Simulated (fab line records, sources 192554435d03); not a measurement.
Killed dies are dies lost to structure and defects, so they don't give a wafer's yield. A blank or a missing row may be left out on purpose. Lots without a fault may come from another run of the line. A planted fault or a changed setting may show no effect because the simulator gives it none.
fab line records | flow n5_finfet
record lots=10 wafers=30 last_day=18
route steps=1938 shown BEOL_M15@1813 MIM_TOP_LITHO@1850 MIM_TOP_ETCH@1851
lots that met no fault: from a run of the same line without faults
start_h: hours from the record's first day to the start of the lot's first wafer shown | wait_h: hours since the lot's step before | " the same as in the row above | L1.1+2: a row that stands for several wafers | - no value, or no start given | * or withheld: withheld | < > ~ a bound
route shown NAME@n: a module of which the file shows steps, and the number in the route of the first | usual: mean/standard deviation of fault-free wafers | same: alike in all rows | chamber/n: place in a boat | sites: the reading at each site | _std_site: their standard deviation | _edge_site: outer sites' mean less inner sites' | radius_mm: how far each site lies from the wafer's centre | mask NAME#n: copy n | behind: the tool/chamber that last shaped the wafer | hold: why the lot was held/for how many hours/how that ended | device: the transistor (n, p or np) that didn't switch | end of line: the same wafers' tests at the end of the route | a step without rows: its recipe alone | killed: dies lost to structure and defects at the first sort, not the wafer's yield | map: a wafer's dies, x killed, . not, _ none there
set.NAME: the setting as run; set.NAME@STEP: as run at that earlier step | model.NAME: the simulator's own value behind a step, which no gauge read
steps of the route over a sample of lots; a table a step, a row a wafer
services: from which hour (start_h, from the record's first day; less than 0 if before it) a tool's chamber was out of use, for how many hours, and why
## steps
# step N5_BEOL_M15_STRIP_37
# recipe chemistry=O2 power_w=600 temp_c=60 pressure_mtorr=30 rf_frequency_hz=6e+07 bias_power_w=0 overash_fraction=0.3 o2_flow_sccm=225
# usual drypump_motor_current_A=5.5/0.41 oes_product_au=0.77/0.086 rf_vpp_V=3.7/0.64 showerhead_plenum_p_Torr=2.11/0.053 throttle_valve_pct=16.78/0.28
# same bias_power_w=0
# columns lot.wafer tool chamber start_h wait_h drypump_motor_current_A oes_product_au rf_hours_counter_h rf_vpp_V showerhead_plenum_p_Torr throttle_valve_pct
L452.2 rie_diel-04 3 - - 5.0 0.96 5 3.9 2.07 16.55
L452.3 " 0 " " 6.2 0.71 214 4.7 2.08 16.78
L452.5 " 0 " " 6.2 0.71 - 2.8 2.08 16.78
L454.1 rie_diel-03 0 - - 5.5 0.83 83 3.4 2.04 16.69
L454.3 " 1 " " 5.1 0.75 176 4.1 2.11 16.88
L454.5 " 1 " " 5.1 0.74 - 3.7 2.11 16.86
L457.2 rie_diel-04 2 - - 6.5 0.96 7 3.8 2.24 16.20
L457.5 " 0 " " 6.2 0.71 - 3.5 2.08 16.79
L457.6 " 2 " " 6.5 0.96 - 3.0 2.24 16.22
L459.1 rie_diel-05 0 - - 5.8 0.69 227 4.7 2.18 17.04
L459.4 " 3 " " 5.8 0.71 200 4.2 2.08 16.84
L459.6 " 0 " " 5.8 0.70 - 3.2 2.18 17.02
L458.2 rie_diel-05 0 - - 5.8 0.70 228 3.5 2.18 17.03
L458.3 " 3 " " 5.8 0.72 202 3.6 2.08 16.86
L458.6 " 0 " " 5.8 0.69 - 4.1 2.18 17.05
L462.1 rie_diel-05 3 - - 5.8 0.71 207 3.6 2.08 16.87
L462.5 " 2 " " 5.3 0.69 - 3.0 2.08 16.74
L462.6 " 1 " " 5.5 0.68 - 4.5 2.08 16.89
L469.1 rie_diel-03 3 - - 5.6 0.72 213 5.0 2.17 17.15
L469.2 " 2 " " 5.1 0.89 41 3.6 2.13 16.31
L469.5 " 1 " " 5.1 0.73 - 3.4 2.10 16.93
L466.1 rie_diel-04 0 - - 6.2 0.69 250 2.7 2.07 16.83
L466.3 " 1 " " 5.5 0.73 172 2.6 2.09 17.10
L466.5 " 0 " " 6.1 0.69 - 4.2 2.07 16.85
L472.2 rie_diel-03 2 - - 5.1 0.87 50 3.2 2.13 16.32
L472.4 " 0 " " 5.4 0.80 120 4.7 2.03 16.75
L472.5 " 2 " " 5.0 0.88 - 3.4 2.13 16.34
L475.1 rie_diel-03 1 - - 5.1 0.72 220 4.2 2.10 16.95
L475.5 " 2 " " 5.1 0.86 - 3.0 2.12 16.35
L475.6 " 3 " " 5.6 0.70 - 3.4 2.16 17.19
# step N5_BEOL_M15_DEGAS_41
# recipe ambient=vacuum temp_c=300 time_s=60
# usual heater_power_w=448/53
# columns lot.wafer tool chamber start_h wait_h heater_power_w
L452.2 pvd_sputter-01 - 269.06 0.5 502
L452.3 " - " " 405
L452.5 " - " " 490
L454.1 pvd_sputter-01 - 269.46 0.2 497
L454.3 " - " " 397
L454.5 " - " " 402
L457.2 pvd_sputter-01 - 295.04 0.2 494
L457.5 " - " " 480
L457.6 " - " " 507
L459.1 pvd_sputter-02 - 302.04 0.3 479
L459.4 " - " " 429
L459.6 " - " " 466
L458.2 pvd_sputter-03 - 307.15 0.3 398
L458.3 " - " " 453
L458.6 " - " " 447
L462.1 pvd_sputter-01 - 322.55 0.4 484
L462.5 " - " " 491
L462.6 " - " " 393
L469.1 pvd_sputter-01 - 359.28 0.2 406
L469.2 " - " " 398
L469.5 " - " " 405
L466.1 pvd_sputter-02 - 376.43 0.0 465
L466.3 " - " " 579
L466.5 " - " " 467
L472.2 pvd_sputter-01 - 389.72 1.6 500
L472.4 " - " " 397
L472.5 " - " " 497
L475.1 pvd_sputter-03 - 423.22 0.5 443
L475.5 " - " " 455
L475.6 " - " " 384
# step N5_MIM_TOP_LITHO_DESCUM_10
# recipe chemistry=O2 time_s=7.9 source_power_w=50 bias_power_w=20 pressure_mtorr=20 rf_frequency_hz=2.712e+07 temp_c=40 o2_flow_sccm=225
# usual bias_power_w=20.01/0.059 drypump_motor_current_A=5.6/0.48 oes_product_au=0.81/0.071 rf_vpp_V=243.3/1.6 showerhead_plenum_p_Torr=2.10/0.083 throttle_valve_pct=20.37/0.24
# columns lot.wafer tool chamber start_h wait_h bias_power_w drypump_motor_current_A oes_product_au rf_hours_counter_h rf_vpp_V showerhead_plenum_p_Torr throttle_valve_pct
L452.2 rie_diel-06 2 276.05 0.0 20.10 5.5 0.81 89 243.1 2.11 20.73
L452.3 " 1 " " 20.04 4.9 0.77 154 242.6 2.09 20.26
L452.5 " 0 " " 20.02 5.5 0.90 - 245.8 2.23 20.35
L454.1 rie_diel-02 2 276.24 0.0 20.05 5.4 0.88 43 246.0 2.23 20.38
L454.3 " 0 " " 20.05 5.6 0.69 220 242.9 1.98 20.56
L454.5 " 3 " " 19.99 6.5 0.65 - 240.4 1.95 20.10
L457.2 rie_diel-02 0 301.46 0.0 20.01 5.6 0.69 231 242.3 1.98 20.57
L457.5 " 0 " " 20.03 5.6 0.69 - 241.6 1.98 20.58
L457.6 " 1 " " 20.00 5.4 0.91 - 246.4 2.22 20.13
L459.1 rie_diel-02 1 307.74 0.3 20.05 5.3 0.92 19 244.6 2.22 20.15
L459.4 " 0 " " 20.02 5.6 0.69 - 241.1 1.98 20.59
L459.6 " 1 " " 20.02 5.3 0.92 - 247.6 2.22 20.14
L458.2 rie_diel-02 0 312.11 0.1 19.95 5.5 0.69 237 241.0 1.98 20.58
L458.3 " 2 " " 20.06 5.4 0.87 59 244.3 2.22 20.41
L458.6 " 1 " " 19.97 5.4 0.91 - 246.1 2.22 20.15
L462.1 rie_diel-01 2 327.21 0.0 19.97 5.1 0.87 53 242.2 2.04 20.00
L462.5 " 1 " " 20.01 6.7 0.84 - 241.7 2.03 20.52
L462.6 " 0 " " 19.98 6.0 0.72 - 244.2 2.07 20.36
L469.1 rie_diel-06 1 366.30 0.4 19.96 4.9 0.74 184 243.6 2.08 20.30
L469.2 " 0 " " 20.02 5.5 0.86 67 244.4 2.22 20.40
L469.5 " 2 " " 20.02 5.5 0.77 - 245.1 2.10 20.77
L466.1 rie_diel-06 1 385.09 0.0 19.95 4.9 0.73 190 243.0 2.08 20.30
L466.3 " 0 " " 20.05 5.5 0.84 74 244.4 2.22 20.43
L466.5 " 1 " " 19.96 4.9 0.74 - 242.9 2.08 20.29
L472.2 rie_diel-01 2 394.91 0.0 19.97 5.1 0.84 77 241.7 2.03 20.02
L472.4 " 3 " " 20.00 6.1 0.80 90 242.7 2.05 20.65
L472.5 " 1 " " 20.04 6.7 0.81 - 241.6 2.02 20.55
L475.1 rie_diel-06 2 428.92 0.1 20.05 5.5 0.76 142 243.1 2.09 20.81
L475.5 " 0 " " 20.07 5.5 0.82 - 245.5 2.21 20.45
L475.6 " 3 " " 19.95 5.3 0.79 - 241.8 2.03 20.19
# step N5_MIM_TOP_ETCH_ETCH_00
# recipe chemistry=Cl2/BCl3 target=TiN target_depth_a=385 ion_energy_ev=150 pressure_mtorr=10 icp_w=1000 bias_w=126 Cl2_flow_sccm=53.25 bcl3_flow_sccm=21.75 Ar_flow_sccm=25
# usual bcl3_flow_sccm=21.75/0.058 drypump_motor_current_A=5.8/0.38 oes_product_au=0.81/0.095 throttle_valve_pct=22.72/0.19
# columns lot.wafer tool chamber start_h wait_h bcl3_flow_sccm drypump_motor_current_A oes_product_au rf_hours_counter_h throttle_valve_pct
L452.2 rie_metal-02 0 276.14 0.1 21.70 5.8 0.69 88 22.56
L452.3 " 0 " " 21.68 5.8 0.69 - 22.58
L452.5 " 1 " " 21.71 5.2 0.82 - 22.97
L454.1 rie_metal-01 0 276.33 0.1 21.78 5.4 0.92 3 22.45
L454.3 " 0 " " 21.73 5.3 0.92 - 22.47
L454.5 " 0 " " 21.76 5.3 0.91 - 22.46
L457.2 rie_metal-01 0 301.55 0.1 21.75 5.3 0.89 6 22.46
L457.5 " 1 " " 21.75 6.3 0.65 - 22.65
L457.6 " 0 " " 21.79 5.3 0.89 - 22.47
L459.1 rie_metal-01 1 307.83 0.1 21.72 6.3 0.65 111 22.66
L459.4 " 0 " " 21.89 5.3 0.90 - 22.46
L459.6 " 0 " " 21.79 5.3 0.89 - 22.48
L458.2 rie_metal-03 0 312.42 0.3 21.80 6.2 0.75 48 22.89
L458.3 " 0 " " 21.77 6.2 0.76 - 22.88
L458.6 " 0 " " 21.77 6.2 0.76 - 22.86
L462.1 rie_metal-03 1 327.30 0.1 21.71 5.7 0.86 19 22.86
L462.5 " 1 " " 21.71 5.7 0.86 - 22.85
L462.6 " 0 " " 21.69 6.2 0.75 - 22.87
L469.1 rie_metal-02 0 366.41 0.1 21.77 5.8 0.68 94 22.58
L469.2 " 1 " " 21.75 5.2 0.80 29 22.98
L469.5 " 0 " " 21.85 5.8 0.67 - 22.57
L466.1 rie_metal-02 1 385.18 0.1 21.78 5.2 1.11 32 22.93
L466.3 " 1 " " 21.77 5.3 1.11 - 22.93
L466.5 " 0 " " 21.68 5.8 0.94 - 22.54
L472.2 rie_metal-01 0 394.99 0.1 21.78 5.3 0.85 16 22.49
L472.4 " 0 " " 21.70 5.3 0.85 - 22.49
L472.5 " 0 " " 21.74 5.3 0.85 - 22.51
L475.1 rie_metal-03 0 429.00 0.1 21.82 6.2 0.72 60 22.91
L475.5 " 0 " " 21.82 6.2 0.72 - 22.92
L475.6 " 1 " " 21.81 5.8 0.82 - 22.86
## services
# columns tool chamber start_h hours kind
rie_metal-03 0 260.76 36.1 repair
rie_diel-02 0 262.90 4.5 repair
rie_diel-04 3 285.00 27.2 repair
rie_diel-02 3 287.94 - clean
rie_diel-02 3 287.94 - consumable_replace:focus_ring
rie_diel-02 3 287.94 - consumable_replace:showerhead
rie_diel-02 3 287.94 28.8 scheduled_down
rie_diel-02 3 287.94 28.8 vent_cycle
rie_metal-02 1 294.58 2.0 repair
rie_metal-02 - 299.12 14.6 pm
rie_diel-04 0 322.48 6.7 repair
rie_diel-06 0 323.70 2.2 repair
rie_metal-02 1 325.37 6.3 repair
rie_metal-01 1 335.15 - clean
rie_metal-01 1 335.15 18.5 scheduled_down
rie_metal-01 1 335.15 18.5 vent_cycle
rie_diel-04 - 351.21 1.5 repair
rie_metal-01 - 365.07 14.6 pm
rie_diel-05 1 366.16 8.4 repair
rie_diel-05 - 374.16 14.6 pm
rie_diel-04 3 378.16 8.3 repair
rie_diel-05 0 389.04 11.5 repair
rie_diel-03 1 396.85 17.9 repair
rie_metal-02 1 396.90 33.4 repair
## key
first_sign step=N5_MIM_TOP_ETCH_ETCH_00 reading=oes_product_au direction=up sigmas=2.6 usual=0.81 struck=1.05
effect none on later readings
met_at N5_MIM_TOP_ETCH_ETCH_00
struck_lots L466
not_acting_at N5_BEOL_M15_STRIP_37,N5_BEOL_M15_DEGAS_41,N5_MIM_TOP_LITHO_DESCUM_10
onset_between 366.41 385.18
fault kind=process_parameter_drift tool=rie_metal-02 chamber=- onset_h=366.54 steps=N5_MIM_TOP_ETCH_ETCH_00 channel=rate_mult offset=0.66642 shape=step end_h=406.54
